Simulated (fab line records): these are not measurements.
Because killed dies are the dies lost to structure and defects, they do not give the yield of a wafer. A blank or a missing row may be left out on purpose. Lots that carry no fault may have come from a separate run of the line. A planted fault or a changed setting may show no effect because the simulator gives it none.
fab line records | flow n5-finfet
[record] lots = 7 wafers = 21
route steps=1938 shown PMOS_HMC_CHANNEL_EPI@63 FIN_SAQP@103 SD_EPI_N@262 SD_EPI_P@321 SD_ACTIVATION@330
start-h: start of the lot's first displayed wafer, in hours after the record's first day | wait-h: hours since the lot's step before | " the same as in the row above | L1.1+2: several wafers, shown together as one row | - value missing, or start not given | * or withheld: withheld | < > ~ a bound
route shown NAME@n: names a module that has steps shown in the file, with the first one's number in the route | usual: mean/standard deviation taken from wafers without a fault | same: alike in all rows | chamber/n: place in a boat | sites: readings site by site | _std_site: the standard deviation of these | _edge_site: mean of outer sites minus mean of inner sites | radius-mm: for every site, how far away it sits from the centre of the wafer | mask NAME#n: copy n | behind: the most recent tool/chamber to have shaped the wafer | hold: why the lot went on hold/how many hours it stayed there/how the hold came to an end | device: names the non-switching transistor (n, p or np) | end of line: the tests these same wafers got at the end of their route | a step with no rows: only its recipe | killed: the dies lost at the first sort to structure and to defects; this is not the yield of the wafer | map: per-die view of a wafer (x killed, . not killed, _ where there is no die)
set.NAME: the setting the step ran with; set.NAME@STEP: the setting that earlier step ran with | model.NAME: the simulator's own value behind a step, which no gauge read
lots with deliberately changed settings; one table per step, one row per wafer
[[steps]]
[step N5_PMOS_HMC_CHANNEL_EPI_PEB_07]
[recipe] peb-temp-c = 110 peb-time-s = 60 resist = CAR-ArF-block
// columns lot.wafer tool chamber start-h wait-h set.peb-time-s
L074.1+5 litho-track-03 0 17.59 0.1 66.26
L074.3 " 0 " " 60
L077.3+4 litho-track-02 0 35.27 0.0 60
L077.5 " 0 " " 54.78
L081.3+5+6 litho-track-02 0 59.04 0.0 60
L085.3+4+5 litho-track-02 0 83.65 0.0 60
L089.1+5 litho-track-05 0 107.03 0.1 60
L089.3 " 0 " " 47.64
L093.2 litho-track-05 0 131.40 0.0 60
L093.5+6 " 0 " " 49.62
L096.1+2+5 litho-track-02 0 148.77 0.1 60
[step N5_PMOS_HMC_CHANNEL_EPI_DEVELOP_08]
[recipe] develop-time-s = 30 developer = TMAH resist = CAR-ArF-block dev-temp-c = 23 rinse-liquid = diw dry = air-spin
[step N5_PMOS_HMC_CHANNEL_EPI_CD_MEAS_09]
[recipe] target-cd-nm = 237.4 landing-energy-ev = 500 detector = se-inlens
[usual] cd-nm = 237.7/1.3
// columns lot.wafer tool chamber start-h wait-h set.peb-time-s@PMOS_HMC_CHANNEL_EPI_PEB_07 cd-nm
L074.1 cd-sem-03 0 17.66 - 66.26 240.4
L074.3 " 0 " " 60 237.4
L074.5 " 0 " " 66.26 240.6
L077.3 cd-sem-01 0 35.34 - 60 237.5
L077.4 " 0 " " 60 237.2
L077.5 " 0 " " 54.78 233.9
L081.3 cd-sem-01 0 59.11 - 60 238.7
L081.5 " 0 " " 60 236.3
L081.6 " 0 " " 60 239.3
L085.3 cd-sem-02 0 83.72 - 60 240.0
L085.4 " 0 " " 60 238.5
L085.5 " 0 " " 60 239.4
L089.1 cd-sem-03 0 107.10 - 60 238.7
L089.3 " 0 " " 47.64 227.0
L089.5 " 0 " " 60 238.2
L093.2 cd-sem-03 0 131.47 - 60 237.9
L093.5 " 0 " " 49.62 231.5
L093.6 " 0 " " 49.62 231.1
L096.1 cd-sem-03 0 148.83 - 60 236.3
L096.2 " 0 " " 60 236.7
L096.5 " 0 " " 60 237.9
[step N5_PMOS_HMC_CHANNEL_EPI_DESCUM_14]
[recipe] chemistry = O2 time-s = 7.9 source-power-w = 50 bias-power-w = 20 pressure-mtorr = 20 rf-frequency-hz = 2.712e+07 temp-c = 40 resist = CAR-ArF-block o2-flow-sccm = 225
// columns lot.wafer tool chamber start-h wait-h set.time-s set.peb-time-s@PMOS_HMC_CHANNEL_EPI_PEB_07 model.PMOS_HMC_CHANNEL_EPI.cd-nm model.CAR-ArF-block_of_PMOS_HMC_CHANNEL_EPI_COAT_03.thk-nm
L074.1 rie-diel-03 3 17.75 0.0 7.9 66.26 239.9 198.3
L074.3 " 0 " " 6.275 60 237.2 199.3
L074.5 " 3 " " 7.9 66.26 240.5 197.9
L077.3 rie-diel-01 3 35.42 0.0 7.9 60 237.5 197.7
L077.4 " 3 " " 6.147 60 237 199.2
L077.5 " 0 " " 7.9 54.78 233.7 198.4
L081.3 rie-diel-01 3 59.40 0.2 8.997 60 238.7 197
L081.5 " 0 " " 7.9 60 236.6 198.5
L081.6 " 1 " " 7.9 60 239.3 198.5
L085.3 rie-diel-05 3 84.28 0.5 7.9 60 239.8 198
L085.4 " 1 " " 7.9 60 238.5 197.5
L085.5 " 3 " " 7.9 60 239.5 197.6
L089.1 rie-diel-01 3 107.19 0.0 6.304 60 238.4 199.8
L089.3 " 1 " " 7.9 47.64 227.4 198.5
L089.5 " 3 " " 7.9 60 238.5 198
L093.2 rie-diel-03 0 131.57 0.0 7.9 60 237.7 199.1
L093.5 " 0 " " 7.9 49.62 231.6 198.2
L093.6 " 1 " " 7.9 49.62 231 198.9
L096.1 rie-diel-01 0 149.10 0.2 7.9 60 236.1 198.4
L096.2 " 2 " " 8.979 60 237.3 197.4
L096.5 " 3 " " 8.979 60 237.9 197.8
[step N5_PMOS_HMC_CHANNEL_EPI_ETCH_32]
[recipe] chemistry = N2/H2 target = BARC stop-on = SiO2 target-depth-a = 858 over-etch-frac = 0.3 time-s = 50.3 ion-energy-ev = 200 mask-material = CAR-ArF-block pressure-mtorr = 30 source-w = 840 bias-w = 150 n2-flow-sccm = 200 h2-flow-sccm = 200
// columns lot.wafer tool chamber start-h wait-h set.peb-time-s@PMOS_HMC_CHANNEL_EPI_PEB_07 model.PMOS_HMC_CHANNEL_EPI.cd-nm
L074.1 rie-diel-03 3 17.79 0.0 66.26 243.5
L074.3 " 0 " " 60 239.8
L074.5 " 3 " " 66.26 243.7
L077.3 rie-diel-01 3 35.46 0.0 60 240.2
L077.4 " 3 " " 60 238.9
L077.5 " 0 " " 54.78 234.9
L081.3 rie-diel-01 3 59.44 0.0 60 240.3
L081.5 " 0 " " 60 237.4
L081.6 " 1 " " 60 241.6
L085.3 rie-diel-05 3 84.32 0.0 60 242.2
L085.4 " 1 " " 60 239.9
L085.5 " 3 " " 60 242.8
L089.1 rie-diel-01 3 107.22 0.0 60 240.2
L089.3 " 1 " " 47.64 230
L089.5 " 3 " " 60 241.1
L093.2 rie-diel-03 0 131.61 0.0 60 239.8
L093.5 " 0 " " 49.62 233.2
L093.6 " 1 " " 49.62 232.8
L096.1 rie-diel-01 0 149.14 0.0 60 236.7
L096.2 " 2 " " 60 241
L096.5 " 3 " " 60 239.3
[step N5_PMOS_HMC_CHANNEL_EPI_HM_OPEN_15]
[recipe] chemistry = CHF3/O2 target = SiO2 mask-material = CAR-ArF-block target-depth-a = 406 CHF3_flow_sccm = 50 O2_flow_sccm = 5 Ar_flow_sccm = 200 time-s = 20.3 pressure-mtorr = 30 source-w = 650 bias-w = 170 ion-energy-ev = 200
// columns lot.wafer tool chamber start-h wait-h set.peb-time-s@PMOS_HMC_CHANNEL_EPI_PEB_07 model.PMOS_HMC_CHANNEL_EPI.cd-nm
L074.1 rie-diel-03 3 17.83 0.0 66.26 243.4
L074.3 " 0 " " 60 239.8
L074.5 " 3 " " 66.26 243.6
L077.3 rie-diel-01 3 35.50 0.0 60 240.1
L077.4 " 3 " " 60 238.8
L077.5 " 0 " " 54.78 234.8
L081.3 rie-diel-01 3 59.48 0.0 60 240.1
L081.5 " 0 " " 60 237.3
L081.6 " 1 " " 60 241.7
L085.3 rie-diel-05 3 84.36 0.0 60 242.3
L085.4 " 1 " " 60 239.9
L085.5 " 3 " " 60 242.8
L089.1 rie-diel-01 3 107.27 0.0 60 240.1
L089.3 " 1 " " 47.64 230.1
L089.5 " 3 " " 60 241
L093.2 rie-diel-03 0 131.65 0.0 60 239.8
L093.5 " 0 " " 49.62 233.3
L093.6 " 1 " " 49.62 232.8
L096.1 rie-diel-01 0 149.18 0.0 60 236.6
L096.2 " 2 " " 60 241.1
L096.5 " 3 " " 60 239
[step N5_FIN_SAQP_COAT_49]
[recipe] resist = SOC temp-c = 250 time-s = 60 spin-rpm = 1500 resist-thk-nm = 100
// columns lot.wafer tool chamber start-h wait-h set.spin-rpm model.SOC_of_FIN_SAQP_COAT_49.thk-nm
L074.1 litho-track-01 0 22.17 0.1 1591 96.93
L074.3 " 0 " " 1500 99.9
L074.5 " 0 " " 1500 99.92
L077.3 litho-track-03 0 39.23 0.1 1642 95.84
L077.4 " 0 " " 1642 96.04
L077.5 " 0 " " 1500 100.3
L081.3 litho-track-01 0 63.68 0.1 1584 97.32
L081.5 " 0 " " 1584 97.29
L081.6 " 0 " " 1500 100.2
L085.3 litho-track-03 0 88.35 0.1 1500 99.85
L085.4 " 0 " " 1500 99.96
L085.5 " 0 " " 1500 99.66
L089.1 litho-track-01 0 112.46 0.1 1655 95.44
L089.3 " 0 " " 1500 100.2
L089.5 " 0 " " 1500 99.94
L093.2 litho-track-01 0 135.56 0.1 1500 100.1
L093.5 " 0 " " 1500 99.73
L093.6 " 0 " " 1500 99.83
L096.1 litho-track-03 0 153.05 0.1 1500 99.92
L096.2 " 0 " " 1500 99.94
L096.5 " 0 " " 1657 95.08
[step N5_FIN_SAQP_EXPOSE_13]
[recipe] mask-id = FIN_CORE na = 1.35 source-shape = dipole sigma-inner = 0.538 sigma-outer = 0.738 polarization = te target-cd-nm = 35.6 dose-mj = 63.25
// columns lot.wafer tool chamber start-h wait-h mask set.dose-mj
L074.1+3+5 arfi-scanner-03 0 22.28 - FIN_CORE#0 63.25
L077.3+4+5 arfi-scanner-01 0 39.37 - FIN_CORE#0 63.25
L081.3 arfi-scanner-03 0 63.81 - FIN_CORE#0 63.25
L081.5+6 " 0 " " FIN_CORE#0 59.44
L085.3+4+5 arfi-scanner-03 0 88.48 - FIN_CORE#0 63.25
L089.1+3+5 arfi-scanner-01 0 112.57 - FIN_CORE#0 63.25
L093.2+5+6 arfi-scanner-02 0 135.68 - FIN_CORE#0 63.25
L096.1+5 arfi-scanner-02 0 153.29 - FIN_CORE#0 63.25
L096.2 " 0 " " FIN_CORE#0 64.48
[step N5_FIN_SAQP_PEB_14]
[recipe] peb-temp-c = withheld peb-time-s = 60 resist = CAR-ArF
[step N5_FIN_SAQP_DEVELOP_15]
[recipe] develop-time-s = 30 developer = TMAH resist = CAR-ArF dev-temp-c = 23 rinse-liquid = diw dry = air-spin
[step N5_FIN_SAQP_CD_MEAS_16]
[recipe] target-cd-nm = 35.6 landing-energy-ev = 500 detector = se-inlens
[usual] cd-nm = 35.8/0.34
// columns lot.wafer tool chamber start-h wait-h set.dose-mj@FIN_SAQP_EXPOSE_13 cd-nm
L074.1 cd-sem-02 0 22.41 - 63.25 35.6
L074.3 " 0 " " 63.25 35.7
L074.5 " 0 " " 63.25 35.7
L077.3 cd-sem-02 0 39.49 - 63.25 36.3
L077.4 " 0 " " 63.25 35.8
L077.5 " 0 " " 63.25 35.9
L081.3 cd-sem-01 0 63.94 - 63.25 35.7
L081.5 " 0 " " 59.44 38.1
L081.6 " 0 " " 59.44 37.5
L085.3 cd-sem-02 0 88.60 - 63.25 36.1
L085.4 " 0 " " 63.25 36.3
L085.5 " 0 " " 63.25 35.9
L089.1 cd-sem-03 0 112.70 - 63.25 35.8
L089.3 " 0 " " 63.25 35.3
L089.5 " 0 " " 63.25 35.6
L093.2 cd-sem-02 0 135.80 - 63.25 35.5
L093.5 " 0 " " 63.25 35.5
L093.6 " 0 " " 63.25 35.2
L096.1 cd-sem-03 0 153.42 - 63.25 36.0
L096.2 " 0 " " 64.48 35.0
L096.5 " 0 " " 63.25 35.3
[step N5_FIN_SAQP_DESCUM_21]
[recipe] chemistry = O2 time-s = 7.9 source-power-w = 50 bias-power-w = 20 pressure-mtorr = 20 rf-frequency-hz = 2.712e+07 temp-c = 40 resist = CAR-ArF o2-flow-sccm = 225
[step N5_FIN_SAQP_ETCH_51]
[recipe] chemistry = CF4 target = SiARC target-depth-a = 455 mask-material = CAR-ArF time-s = 75.8 ion-energy-ev = 80 pressure-mtorr = 40 source-w = 545 bias-w = 36 Ar_flow_sccm = 100 cf4-flow-sccm = 100 ends = cleared
[step N5_FIN_SAQP_ETCH_52]
[recipe] chemistry = N2/H2 target = SOC target-depth-a = 1000 overetch-a = 200 mask-material = SiARC temp-c = 40 time-s = 150 ion-energy-ev = 200 pressure-mtorr = 30 source-w = 840 bias-w = 150 n2-flow-sccm = 200 h2-flow-sccm = 200 ends = end-point
// columns lot.wafer tool chamber start-h wait-h set.spin-rpm@FIN_SAQP_COAT_49 model.etch.depth-nm
L074.1 rie-diel-06 3 24.27 0.0 1591 96.93
L074.3 " 2 " " 1500 99.9
L074.5 " 0 " " 1500 99.92
L077.3 rie-diel-04 1 40.15 0.0 1642 95.84
L077.4 " 0 " " 1642 96.04
L077.5 " 2 " " 1500 100.3
L081.3 rie-diel-06 0 64.12 0.0 1584 97.32
L081.5 " 2 " " 1584 97.29
L081.6 " 0 " " 1500 100.2
L085.3 rie-diel-06 3 89.03 0.0 1500 99.85
L085.4 " 0 " " 1500 99.96
L085.5 " 0 " " 1500 99.66
L089.1 rie-diel-06 1 112.89 0.0 1655 95.44
L089.3 " 2 " " 1500 100.2
L089.5 " 2 " " 1500 99.94
L093.2 rie-diel-06 3 136.00 0.0 1500 100.1
L093.5 " 3 " " 1500 99.73
L093.6 " 2 " " 1500 99.83
L096.1 rie-diel-06 1 153.79 0.0 1500 99.92
L096.2 " 0 " " 1500 99.94
L096.5 " 1 " " 1657 95.08
[step N5_FIN_SAQP_STRIP_53]
[recipe] chemistry = N2/H2 temp-c = 40 n2-flow-sccm = 200 h2-flow-sccm = 200 rf-frequency-hz = 6e+07
[step N5_FIN_SAQP_HM_OPEN_73]
[recipe] chemistry = CHF3/O2 target = SiO2 stop-on = a-Si target-depth-a = 120 over-etch-frac = 1.8 mask-material = SOC time-s = 16.8 pressure-mtorr = 30 source-w = 650 bias-w = 170 Ar_flow_sccm = 200 CHF3_flow_sccm = 50 O2_flow_sccm = 5 ion-energy-ev = 200 ends = end-point
[step N5_FIN_SAQP_STRIP_74]
[recipe] chemistry = CHF3/O2 resist = SiARC rf-frequency-hz = 6e+07
[step N5_FIN_SAQP_MANDREL_ETCH_22]
[recipe] target-depth-a = 600 chemistry = HBr/Cl2 target = a-Si stop-on = SiNx bt-time-s = 10 over-etch-frac = 0.5 time-s = 30 pressure-mtorr = 10 icp-w = 800 bias-w = 75 HBr_flow_sccm = 150 Cl2_flow_sccm = 80 ends = end-point
// columns lot.wafer tool chamber start-h wait-h set.spin-rpm@FIN_SAQP_COAT_49 model.SOC_of_FIN_SAQP_COAT_49.thk-nm
L074.1 rie-si-03 2 24.46 0.0 1591 72.71
L074.3 " 1 " " 1500 76.18
L074.5 " 2 " " 1500 75.7
L077.3 rie-si-05 3 40.34 0.0 1642 71.44
L077.4 " 1 " " 1642 72.74
L077.5 " 0 " " 1500 77.55
L081.3 rie-si-03 0 64.31 0.0 1584 73.73
L081.5 " 2 " " 1584 72.85
L081.6 " 1 " " 1500 76.38
L085.3 rie-si-05 1 89.22 0.0 1500 76.59
L085.4 " 2 " " 1500 75.67
L085.5 " 1 " " 1500 76.16
L089.1 rie-si-03 2 113.08 0.0 1655 71.04
L089.3 " 1 " " 1500 76.72
L089.5 " 1 " " 1500 76.77
L093.2 rie-si-02 2 136.19 0.0 1500 75.9
L093.5 " 3 " " 1500 76.31
L093.6 " 2 " " 1500 75.84
L096.1 rie-si-05 3 153.98 0.0 1500 76.34
L096.2 " 1 " " 1500 77.07
L096.5 " 0 " " 1657 72.28
[step N5_SD_EPI_N_COAT_32]
[recipe] resist = SOC temp-c = 250 time-s = 60 spin-rpm = 1500 resist-thk-nm = 350
// columns lot.wafer tool chamber start-h wait-h set.spin-rpm model.SOC_of_SD_EPI_N_COAT_32.thk-nm
L074.1 litho-track-01 0 50.46 0.0 1500 349.2
L074.3+5 " 0 " " 1500 349.6
L077.3 litho-track-01 0 66.18 0.0 1500 351.2
L077.4 " 0 " " 1500 349.4
L077.5 " 0 " " 1500 350.4
L081.3 litho-track-02 0 91.55 0.0 1500 348.8
L081.5+6 " 0 " " 1500 349.6
L085.3 litho-track-04 0 115.78 0.0 1500 350.4
L085.4 " 0 " " 1500 351
L085.5 " 0 " " 1500 350.2
L089.1 litho-track-01 0 138.85 0.0 1500 349.8
L089.3 " 0 " " 1500 349.4
L089.5 " 0 " " 1500 350.2
L093.2 litho-track-01 0 162.69 0.0 1668 330.4
L093.5 " 0 " " 1500 348.4
L093.6 " 0 " " 1668 330
L096.1 litho-track-01 0 182.54 0.0 1597 338.4
L096.2 " 0 " " 1500 350.4
L096.5 " 0 " " 1500 349.6
[step N5_SD_EPI_P_EPI_21]
[recipe] material = SiGe:B dopant = B temp-c = 550 pressure-torr = 20 ambient = H2 time-s = 355
// columns lot.wafer tool chamber start-h wait-h set.temp-c model.SiGe-B_of_SD_EPI_P_EPI_21.thk-nm
L074.1 epi-rpcvd-02 0 56.45 0.1 550 61.2
L074.3 " 0 " " 550 60.6
L074.5 " 0 " " 550 61
L077.3+5 epi-rpcvd-02 0 73.91 0.8 552 62.2
L077.4 " 0 " " 550 59.6
L081.3+5 epi-rpcvd-03 0 98.96 0.8 550 60.6
L081.6 " 0 100.04 1.8 550 61
L085.3+4+5 epi-rpcvd-03 0 123.20 1.1 550 60.4
L089.1 epi-rpcvd-03 0 146.46 0.2 546.4 55.2
L089.3 " 0 " " 546.4 55.4
L089.5 " 0 " " 550 60
L093.2 epi-rpcvd-04 0 170.77 0.8 550 60.8
L093.5+6 " 0 172.69 2.6 550 61
L096.1 epi-rpcvd-03 0 190.70 0.2 550 61
L096.2 " 0 " " 552.7 64
L096.5 " 0 192.62 2.0 552.7 64.8
[step N5_SD_EPI_P_HM_STRIP_48]
[recipe] chemistry = H3PO4 temp-c = 160 material = SiNx target = SiNx target-depth-a = 30 overetch-fraction = 0.3
// columns lot.wafer tool chamber start-h wait-h set.temp-c@SD_EPI_P_EPI_21 model.SiGe-B_of_SD_EPI_P_EPI_21.thk-nm
L074.1 wet-bench-01 2 58.68 0.0 550 61
L074.3 " 7 " " 550 60.4
L074.5 " 6 " " 550 60.8
L077.3+5 wet-bench-01 4,6 75.42 0.0 552 61.8
L077.4 " 1 " " 550 59.2
L081.3+5 wet-bench-03 5,2 100.47 0.0 550 60.2
L081.6 " 7 " " 550 60.6
L085.3+5 wet-bench-03 3,6 125.19 0.0 550 60
L085.4 " 4 " " 550 60.2
L089.1 wet-bench-01 0 149.41 0.0 546.4 55
L089.3 " 4 " " 546.4 55.2
L089.5 " 3 " " 550 59.8
L093.2 wet-bench-05 1 174.04 0.0 550 60.6
L093.5+6 " 3,2 " " 550 60.8
L096.1 wet-bench-03 2 193.65 0.0 550 60.8
L096.2 " 1 " " 552.7 63.6
L096.5 " 3 " " 552.7 64.6
[step N5_SD_EPI_P_SRD_49]
[recipe] dry = ipa-marangoni time-s = 30 temp-c = 23 rinse-liquid = diw
[step N5_SD_EPI_P_PRECLEAN_24]
[recipe] chemistry = O3/DIW time-s = 45 temp-c = 22 o3-ppm = 10
[step N5_SD_ACTIVATION_RTA_00]
[recipe] temp-c = 975 time-s = 0 ambient = N2 idle-temp-c = 600 ramp-up-c-per-s = 150 ramp-down-c-per-s = 60 cool-to-c = 600
[step N5_SD_ACTIVATION_LSA_01]
[recipe] temp-c = 1080 time-s = 0.0008 ambient = N2
[step N5_SD_ACTIVATION_RS_MEAS_03]
[recipe] thk-meas-gauge = four-point-probe
[usual] RS_SD_N = 21.9/0.31 RS_SD_P = 56.3/0.81
// columns lot.wafer tool chamber start-h wait-h set.temp-c@SD_EPI_P_EPI_21 RS_SD_N[ohm/sq] RS_SD_P[ohm/sq]
L074.1 film-metro-02 - 59.25 0.2 550 22.2 55.9
L074.3 " - " " 550 22.0 57.0
L074.5 " - " " 550 22.3 56.3
L077.3 film-metro-01 - 76.03 0.2 552 22.1 54.8
L077.4 " - " " 550 22.2 57.7
L077.5 " - " " 552 22.2 55.3
L081.3 film-metro-01 - 101.08 0.2 550 21.7 56.0
L081.5 " - " " 550 21.5 55.7
L081.6 " - " " 550 21.9 55.5
L085.3 film-metro-01 - 125.91 0.2 550 21.8 56.6
L085.4 " - " " 550 21.9 56.3
L085.5 " - " " 550 21.9 56.7
L089.1 film-metro-01 - 150.15 0.2 546.4 21.4 63.2
L089.3 " - " " 546.4 21.4 62.8
L089.5 " - " " 550 21.4 57.4
L093.2 film-metro-02 - 174.65 0.2 550 21.8 55.1
L093.5 " - " " 550 21.5 56.2
L093.6 " - " " 550 21.7 56.2
L096.1 film-metro-02 - 194.22 0.2 550 21.6 56.6
L096.2 " - " " 552.7 22.1 53.3
L096.5 " - " " 552.7 21.7 52.8
[[key]]
[split] step = N5_PMOS_HMC_CHANNEL_EPI_PEB_07 setting = peb-time-s stated = 60 by = wafer
[response] step = N5_PMOS_HMC_CHANNEL_EPI_CD_MEAS_09 reading = cd-nm change = +0.451 per = 1% r = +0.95
[response] step = N5_PMOS_HMC_CHANNEL_EPI_DESCUM_14 reading = model.PMOS_HMC_CHANNEL_EPI.cd-nm change = +0.44 per = 1% r = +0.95
[response] step = N5_PMOS_HMC_CHANNEL_EPI_ETCH_32 reading = model.PMOS_HMC_CHANNEL_EPI.cd-nm change = +0.456 per = 1% r = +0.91
[response] step = N5_PMOS_HMC_CHANNEL_EPI_HM_OPEN_15 reading = model.PMOS_HMC_CHANNEL_EPI.cd-nm change = +0.452 per = 1% r = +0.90
[split] step = N5_PMOS_HMC_CHANNEL_EPI_DESCUM_14 setting = time-s stated = 7.9 by = wafer
[response] step = N5_PMOS_HMC_CHANNEL_EPI_DESCUM_14 reading = model.CAR-ArF-block_of_PMOS_HMC_CHANNEL_EPI_COAT_03.thk-nm change = -0.0667 per = 1% r = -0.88
[split] step = N5_FIN_SAQP_COAT_49 setting = spin-rpm stated = 1500 by = wafer
[response] step = N5_FIN_SAQP_COAT_49 reading = model.SOC_of_FIN_SAQP_COAT_49.thk-nm change = -0.467 per = 1% r = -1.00
[response] step = N5_FIN_SAQP_ETCH_52 reading = model.etch.depth-nm change = -0.467 per = 1% r = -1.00
[response] step = N5_FIN_SAQP_MANDREL_ETCH_22 reading = model.SOC_of_FIN_SAQP_COAT_49.thk-nm change = -0.518 per = 1% r = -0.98
[split] step = N5_FIN_SAQP_EXPOSE_13 setting = dose-mj stated = 63.25 by = wafer
[response] step = N5_FIN_SAQP_CD_MEAS_16 reading = cd-nm change = -0.344 per = 1% r = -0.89
[split] step = N5_SD_EPI_N_COAT_32 setting = spin-rpm stated = 1500 by = wafer
[response] step = N5_SD_EPI_N_COAT_32 reading = model.SOC_of_SD_EPI_N_COAT_32.thk-nm change = -1.67 per = 1% r = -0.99
[split] step = N5_SD_EPI_P_EPI_21 setting = temp-c stated = 550 by = wafer
[response] step = N5_SD_EPI_P_EPI_21 reading = model.SiGe-B_of_SD_EPI_P_EPI_21.thk-nm change = +7.1 per = 1% r = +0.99
[response] step = N5_SD_EPI_P_HM_STRIP_48 reading = model.SiGe-B_of_SD_EPI_P_EPI_21.thk-nm change = +7.04 per = 1% r = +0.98
[response] step = N5_SD_ACTIVATION_RS_MEAS_03 reading = RS_SD_P change = -7.99 per = 1% r = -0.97
